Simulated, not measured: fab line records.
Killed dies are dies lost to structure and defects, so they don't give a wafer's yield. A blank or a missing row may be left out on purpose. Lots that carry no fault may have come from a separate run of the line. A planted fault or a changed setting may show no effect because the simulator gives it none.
Matching of chambers / flow nand-harc / 4 sister chambers for NHARC_A_STAIRCASE_TRIM_20 on rie-diel-05
The step chemistry O2, time 211.2 s. 4 wafers are shown with their chamber, then 9 later ones without.

WAFERS PAIRED WITH THEIR CHAMBERS
wafer=L080.5; chamber=0; showerhead-plenum-p-Torr (Torr)=3.35
wafer=L089.1; chamber=1; showerhead-plenum-p-Torr (Torr)=3.59
wafer=L089.5; chamber=3; showerhead-plenum-p-Torr (Torr)=3.60
wafer=L089.6; chamber=2; showerhead-plenum-p-Torr (Torr)=3.28

WAFERS WITH NO CHAMBER GIVEN
wafer=L094.2; showerhead-plenum-p-Torr (Torr)=3.58
wafer=L094.4; showerhead-plenum-p-Torr (Torr)=3.32
wafer=L094.5; showerhead-plenum-p-Torr (Torr)=3.27
wafer=L096.1; showerhead-plenum-p-Torr (Torr)=3.58
wafer=L096.2; showerhead-plenum-p-Torr (Torr)=3.32
wafer=L096.3; showerhead-plenum-p-Torr (Torr)=3.57
wafer=L096.4; showerhead-plenum-p-Torr (Torr)=3.27
wafer=L096.5; showerhead-plenum-p-Torr (Torr)=3.32
wafer=L096.6; showerhead-plenum-p-Torr (Torr)=3.57

WHICH CHAMBER EACH ONE RAN IN
wafer=L094.2; from the rows above=can't be placed: 1 or 3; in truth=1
wafer=L094.4; from the rows above=can't be placed: 0 or 2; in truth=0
wafer=L094.5; from the rows above=2; in truth=2
wafer=L096.1; from the rows above=can't be placed: 1 or 3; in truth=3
wafer=L096.2; from the rows above=can't be placed: 0 or 2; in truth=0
wafer=L096.3; from the rows above=can't be placed: 1 or 3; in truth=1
wafer=L096.4; from the rows above=2; in truth=2
wafer=L096.5; from the rows above=can't be placed: 0 or 2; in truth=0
wafer=L096.6; from the rows above=can't be placed: 1 or 3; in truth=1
2 of 9 placed correctly. Not placeable from these rows: 7 (in 7, the candidates include the true chamber). Number placed wrongly: 0.
How it was worked out, from the rows above alone: a wafer's distance from a chamber is the root of the sum, over the readings, of the square of ((its reading less the chamber's mean) divided by the reading's scatter). If the next closest chamber is less than 2 further off than the closest, the wafer can't be placed; otherwise it belongs to the closest. A chamber's mean is the mean of its shown wafers. The scatter: root of mean squared gap, hidden wafer to nearest shown wafer, with one shown wafer a chamber.
